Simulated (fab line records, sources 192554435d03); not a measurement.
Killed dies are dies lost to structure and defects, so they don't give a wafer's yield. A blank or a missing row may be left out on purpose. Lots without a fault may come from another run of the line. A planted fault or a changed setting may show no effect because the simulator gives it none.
Split-lot experiment | flow n5_finfet | 7 lots, 21 wafers read, on a route of 1938 steps

THE SPLIT
At N5_BEOL_M5_COAT_05 (resist thk 30 nm), the setting spin_rpm was moved away from the recipe's 1500 rpm on 9 of the 21 wafers read, by -7.1% to +7.7%. The other wafers ran this setting at the recipe's value.

FROM THE SPLIT TO THE READING: what the file shows between them, 5 steps
- N5_BEOL_M5_EBR_07
- N5_BEOL_M5_SOFTBAKE_06: time 60 s
- N5_BEOL_M5_EXPOSE_08: exposes mask M5, target cd 28 nm
- N5_BEOL_M5_PEB_09: peb time 60 s
- N5_BEOL_M5_DEVELOP_10: develop time 30 s

THE READING
CAR-EUV_of_BEOL_M5_COAT_05.thk_nm (the simulator's own value, which no gauge read), in nm, at N5_BEOL_M5_DESCUM_16 (chemistry O2, time 7 s). The file gives no usual value for it. The 12 wafers here that ran the recipe average 26.1 nm, standard deviation 0.099 nm.

wafer  | tool, chamber at the split | spin_rpm as run, rpm | against the recipe | CAR-EUV_of_BEOL_M5_COAT_05.thk_nm, nm | against lot-mates on the recipe
L077.1 | litho_track-03, 0          | 1393                 | -7.1%              | 27.4                                  | no lot-mate on the recipe
L077.5 | litho_track-03, 0          | 1393                 | -7.1%              | 27.4                                  | no lot-mate on the recipe
L077.3 | litho_track-03, 0          | 1393                 | -7.1%              | 27.2                                  | no lot-mate on the recipe
L078.1 | litho_track-04, 0          | 1435                 | -4.3%              | 26.8                                  | +0.8
L078.6 | litho_track-04, 0          | 1435                 | -4.3%              | 26.8                                  | +0.8
L078.2 | litho_track-04, 0          | 1500                 | recipe             | 26                                    | -
L079.2 | litho_track-02, 0          | 1500                 | recipe             | 26.2                                  | -
L079.5 | litho_track-02, 0          | 1500                 | recipe             | 26.2                                  | -
L079.3 | litho_track-02, 0          | 1500                 | recipe             | 26                                    | -
L080.1 | litho_track-02, 0          | 1601                 | +6.7%              | 25.2                                  | -0.8
L080.2 | litho_track-02, 0          | 1601                 | +6.7%              | 25.2                                  | -0.8
L080.6 | litho_track-02, 0          | 1500                 | recipe             | 26                                    | -
L084.2 | litho_track-03, 0          | 1500                 | recipe             | 26                                    | -
L084.5 | litho_track-03, 0          | 1500                 | recipe             | 26                                    | -
L084.6 | litho_track-03, 0          | 1500                 | recipe             | 26                                    | -
L083.3 | litho_track-03, 0          | 1500                 | recipe             | 26.2                                  | -
L083.4 | litho_track-03, 0          | 1500                 | recipe             | 26.2                                  | -
L083.6 | litho_track-03, 0          | 1500                 | recipe             | 26                                    | -
L090.1 | litho_track-04, 0          | 1616                 | +7.7%              | 25                                    | -1.2
L090.5 | litho_track-04, 0          | 1500                 | recipe             | 26.2                                  | -
L090.6 | litho_track-04, 0          | 1616                 | +7.7%              | 24.8                                  | -1.4

THE FIT
A straight line over all 21 wafers: CAR-EUV_of_BEOL_M5_COAT_05.thk_nm changes by -0.158 nm for each +1% of spin_rpm; r = -0.99; the points scatter about the line by 0.11 nm.
The same after taking each lot's own level away (the mean of its wafers on the recipe; 18 wafers): -0.155 nm for each +1%; r = -0.98; scatter 0.12 nm.
On that fit, the largest move of spin_rpm shifts the reading by 1.2 nm.
The lots' own levels span 26.00 to 26.20 nm, that is 2.0 times the standard deviation above.
So the lot-to-lot level changes the slope little: the two slopes agree.
Check: with one of the wafers moved furthest among these (+7.7%) left out of the fit, the line predicts -1.16 nm for it against its lot-mates. It came out at -1.2 nm against them.

THE WHOLE CHAIN: every reading that the file lists as answering this split, in the file's order
step                  | what it does           | reading                                                                            | change (the file's fit)               | r (the file's)
N5_BEOL_M5_COAT_05    | resist thk 30 nm       | CAR-EUV_of_BEOL_M5_COAT_05.thk_nm (the simulator's own value, which no gauge read) | -0.142 nm for each +1% of the setting | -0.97
N5_BEOL_M5_DEVELOP_10 | develop time 30 s      | CAR-EUV_of_BEOL_M5_COAT_05.thk_nm (the simulator's own value, which no gauge read) | -0.156 nm for each +1% of the setting | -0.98
N5_BEOL_M5_DESCUM_16  | chemistry O2, time 7 s | CAR-EUV_of_BEOL_M5_COAT_05.thk_nm (the simulator's own value, which no gauge read) | -0.153 nm for each +1% of the setting | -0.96

THE FILE'S OWN FIT
CAR-EUV_of_BEOL_M5_COAT_05.thk_nm changes by -0.153 nm for each +1% of spin_rpm, r = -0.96.
